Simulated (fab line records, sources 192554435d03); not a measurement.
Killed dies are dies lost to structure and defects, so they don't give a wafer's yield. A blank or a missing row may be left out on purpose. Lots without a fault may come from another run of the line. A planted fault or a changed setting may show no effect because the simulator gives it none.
A struck lot beside a sound one | flow n5_finfet | 14 steps out of a route of 1938
Sound: wafers L999.4, L999.5, L999.6. Struck: wafers L998.2, L998.3, L998.6. The cause comes at the end.
At each step with rows: each side's tool, then ch and its chambers, then its first start. Under that, the readings that differ: sound wafers | struck wafers | difference of the means | sigmas: that difference in standard deviations of wafers without a fault.
alike: readings whose means differ by less than 2 such deviations, and words and numbers that are the same on both sides. not compared: withheld readings, readings that some wafer has no value for, bounds like >300 that may hide the same value, and numbers for which the record gives no deviation and whose values overlap.
The two part at a step that has a row with sigmas, a row that says differs or no value, or rows on one side only. Numbers that don't overlap but have no deviation are shown without sigmas and don't part them. A reading that every wafer of one side lacks parts them only if that side has two wafers or more.

first, 2 steps without rows for these wafers: N5_BEOL_M1_ANNEAL_87 (time 240 s); N5_BEOL_M1_SPUTTER_88 (material Cu, target thk 4.5 nm, time 8.29 s).
N5_BEOL_M1_ANNEAL_89: time 240 s.
  sound on pvd_sputter-03, day 7 19:13; struck on pvd_sputter-03, day 7 16:01
  alike: heater_power_w
N5_BEOL_M1_SPUTTER_90: material Cu, target thk 4.5 nm, time 8.29 s.
  sound on pvd_sputter-03, day 7 19:20; struck on pvd_sputter-03, day 7 16:09
  alike: chamber_pressure_pa, chuck_gas_flow_sccm, throttle_valve_pct
N5_BEOL_M1_ANNEAL_91: time 240 s.
  sound on pvd_sputter-03, day 7 19:26; struck on pvd_sputter-03, day 7 16:14
  alike: heater_power_w
N5_BEOL_M1_SPUTTER_92: material Cu, target thk 4.5 nm, time 8.29 s.
  sound on pvd_sputter-03, day 7 19:33; struck on pvd_sputter-03, day 7 16:22
  alike: chamber_pressure_pa, chuck_gas_flow_sccm, throttle_valve_pct
N5_BEOL_M1_ANNEAL_93: time 240 s.
  sound on pvd_sputter-03, day 7 19:40; struck on pvd_sputter-03, day 7 16:27
  alike: heater_power_w
then, 5 steps without rows for these wafers: N5_BEOL_M1_SPUTTER_94 (material Cu, target thk 4.5 nm, time 8.29 s); N5_BEOL_M1_ANNEAL_95 (time 240 s); N5_BEOL_M1_SPUTTER_96 (material Cu, target thk 4.5 nm, time 8.29 s); N5_BEOL_M1_ECD_50 (material Cu, target thk 300 nm); N5_BEOL_M1_ANNEAL_51 (time 90 s).
N5_BEOL_M1_CMP_52: polishes, stops on SiOC, t overpolish 6.8 s, target thk 40 nm.
  sound on cmp-03 ch 0,3, day 7 20:29; struck on cmp-02 ch 0,2,3, day 7 17:26
  reading                      | sound                | struck               | difference | sigmas
  barrier_field_endpoint_s (s) | 24.7 24.7 25.9       | 41.1 41.1 41.1       | +16.0      | +28
  head_pressure_psi (psi)      | 1.0024 1.0024 1.0020 | 0.3300 0.3346 0.3381 | -0.6680    | -99 or more
  motor_current_A (A)          | 6.5 6.8 6.1          | 5.0 4.8 4.7          | -1.6       | -4
  overpolish_run_s (s)         | 6.803 6.809 6.802    | 0.042 0.042 0.042    | -6.763     | -99 or more
  time_to_endpoint_s (s)       | 65.9 66.4 66.2       | 61.3 56.2 62.7       | -6.1       | -2
-- the record jumps here: 2 days lie between the struck wafers' starts before and after (it left off in module BEOL_M1 and takes up again in module BEOL_M4, whose first step shown is number 1111 of the route) --
N5_BEOL_M4_RC_MEAS_101:
  sound on prober-02 ch 0, day 11 02:08; struck on prober-01 ch 0, day 10 00:03
  reading        | sound          | struck         | difference | sigmas
  IOFF_N (nA/um) | 0.12 0.10 0.12 | 0.17 0.14 0.23 | +0.07      | +2
  IOFF_P (nA/um) | 0.16 0.14 0.16 | 0.21 0.20 0.27 | +0.07      | +2
  ION_N (uA/um)  | 663 647 641    | 679 674 700    | +34        | +3
  ION_P (uA/um)  | 444 446 442    | 466 474 469    | +26        | +4
  VT_N (mV)      | 256 259 256    | 248 248 246    | -10        | -3
  VT_P (mV)      | -254 -256 -255 | -252 -248 -244 | +7         | +2
  alike: DIBL_N, DIBL_P, SS_N, SS_P

WHERE THEY PART
First at N5_BEOL_M1_CMP_52; last, within this record, at N5_BEOL_M4_RC_MEAS_101.

WHY: what the simulator had put in
Process parameter drift: cmp-02, from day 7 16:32 on, at N5_BEOL_M1_CMP_52. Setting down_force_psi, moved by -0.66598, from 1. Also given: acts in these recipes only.
